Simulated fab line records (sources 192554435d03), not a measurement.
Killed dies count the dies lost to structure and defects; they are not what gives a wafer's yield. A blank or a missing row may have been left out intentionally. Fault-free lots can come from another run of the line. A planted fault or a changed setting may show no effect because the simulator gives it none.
Which tool is to blame?    flow n5Finfet    Sampling: 11 lots, 31 wafers, 2 of 1938 route steps

== WHAT THE GAUGES SHOWED, per wafer ==
N5_PASSIVATION_OVL_MEAS_66.
lot   measured      on          PASS_OPEN_OVL (nm)
L342  day 18 12:14  overlay-01  7 -3 -7
L338  day 20 10:08  overlay-02  -11 -11 2
L343  day 20 03:56  overlay-02  0 -3 -8
L344  day 20 15:35  overlay-01  -6 -9 -6
L340  day 21 13:08  overlay-02  -15 -13 -10
L347  day 22 03:26  overlay-01  -1 -6 -9
L346  day 22 03:44  overlay-02  -8 -9 -13
L349  day 22 05:51  overlay-02  4 -2 1
L350  day 22 10:43  overlay-02  -4 1 -2
L359  day 23 19:10  overlay-02  4 -1
L360  day 24 21:27  overlay-01  7 10

== WHICH TOOL RAN EACH LOT (tool, then ch and the chambers of the sampled wafers, then the start) ==
lot   N5_BEOL_M5_VIA_ETCH_34
L342  rieDiel-01 ch 1,2,3, day 14 08:39
L338  rieDiel-04 ch 0,3, day 15 15:11
L343  rieDiel-05 ch 1,2,3, day 15 21:05
L344  rieDiel-01 ch 0,1, day 16 04:45
L340  rieDiel-05 ch 0,3, day 16 15:16
L347  rieDiel-01 ch 0,1,2, day 17 06:22
L346  rieDiel-04 ch 2,3, day 17 14:01
L349  rieDiel-01 ch 0,1,2, day 17 19:04
L350  rieDiel-01 ch 0,2, day 18 04:07
L359  rieDiel-04 ch 2, day 19 10:01
L360  rieDiel-04 ch 0,1, day 20 11:34
- N5_BEOL_M5_VIA_ETCH_34: etches SiCOH lowk in C4F6/O2, target depth 88.3 nm, time 39.2 s.

== THE ANSWER, worked out from the rows above alone ==
Rule: usual is defined by the lots themselves. The widest of any qualifying gaps counts: lots, ordered by their means at a reading, are off when they make up no more than a third of the lots, leave a main group of 4 or more, and stand apart from it by 3 or more times the standard deviation of that group's means. The tables above print the reading to a certain number of digits; a main group whose means all agree to those digits is not used. Also off: a lot with no number at a reading for which 4 or more lots have one. The other lots that the step has rows for count as sound.
Across all readings shown, no lot is off: no conclusion can be drawn from this.

== WHAT THE SIMULATOR HAD PUT IN ==
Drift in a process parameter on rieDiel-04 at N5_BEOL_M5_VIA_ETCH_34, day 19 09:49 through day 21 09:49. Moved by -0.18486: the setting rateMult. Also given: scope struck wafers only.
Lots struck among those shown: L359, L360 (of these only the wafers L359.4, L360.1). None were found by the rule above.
